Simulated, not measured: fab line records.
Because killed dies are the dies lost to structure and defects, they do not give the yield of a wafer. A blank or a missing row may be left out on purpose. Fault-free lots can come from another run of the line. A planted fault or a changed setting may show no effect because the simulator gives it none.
Matching of chambers -- flow nand-harc -- NHARC_THIN_TSV_ETCHBACK_48 on rie-diel-06 has 4 sister chambers
The step etches the open film in C4F8/Ar, target depth 1028.5 nm, time 405.17 s. 8 wafers are shown with their chamber, then 8 later ones without.

WAFERS, EACH WITH ITS CHAMBER
wafer,chamber,rf-vpp-V (V),oes-product-au (a.u.)
L399.5,3,544.8,1.00
L401.4,3,545.4,1.02
L401.5,1,542.6,1.00
L398.2,1,542.4,0.99
L402.2,2,552.3,0.96
L402.4,0,549.7,0.98
L402.5,0,551.3,0.99
L414.1,2,552.8,0.91

WAFERS WITH NO CHAMBER GIVEN
wafer,rf-vpp-V (V),oes-product-au (a.u.)
L414.2,551.0,0.92
L414.6,543.7,0.92
L417.4,551.3,0.93
L417.5,544.4,0.91
L417.6,546.0,0.93
L419.1,549.9,0.93
L419.2,551.2,0.91
L419.5,550.8,0.90

THE CHAMBER EACH PASSED THROUGH
wafer,from the rows above,in truth
L414.2,can't be placed: 2 or 0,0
L414.6,can't be placed: 1 or 3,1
L417.4,can't be placed: 2 or 0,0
L417.5,can't be placed: 3 or 1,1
L417.6,3,3
L419.1,can't be placed: 0 or 2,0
L419.2,can't be placed: 2 or 0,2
L419.5,can't be placed: 2 or 0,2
Correctly placed: 1 of 8. Unplaceable from these rows: 7, with the true chamber sitting among the candidates in 7. 0 placed wrongly.
How it was worked out, from the rows above alone: a wafer's distance from a chamber is the root of the sum, over the readings, of the square of ((its reading less the chamber's mean) divided by the reading's scatter). If the next closest chamber is less than 2 further off than the closest, the wafer can't be placed; otherwise it belongs to the closest. The mean given for a chamber averages the wafers shown for that chamber. The scatter: the root of (the sum of the squares of (reading less its chamber's mean) over the shown wafers, divided by (wafers less chambers)).
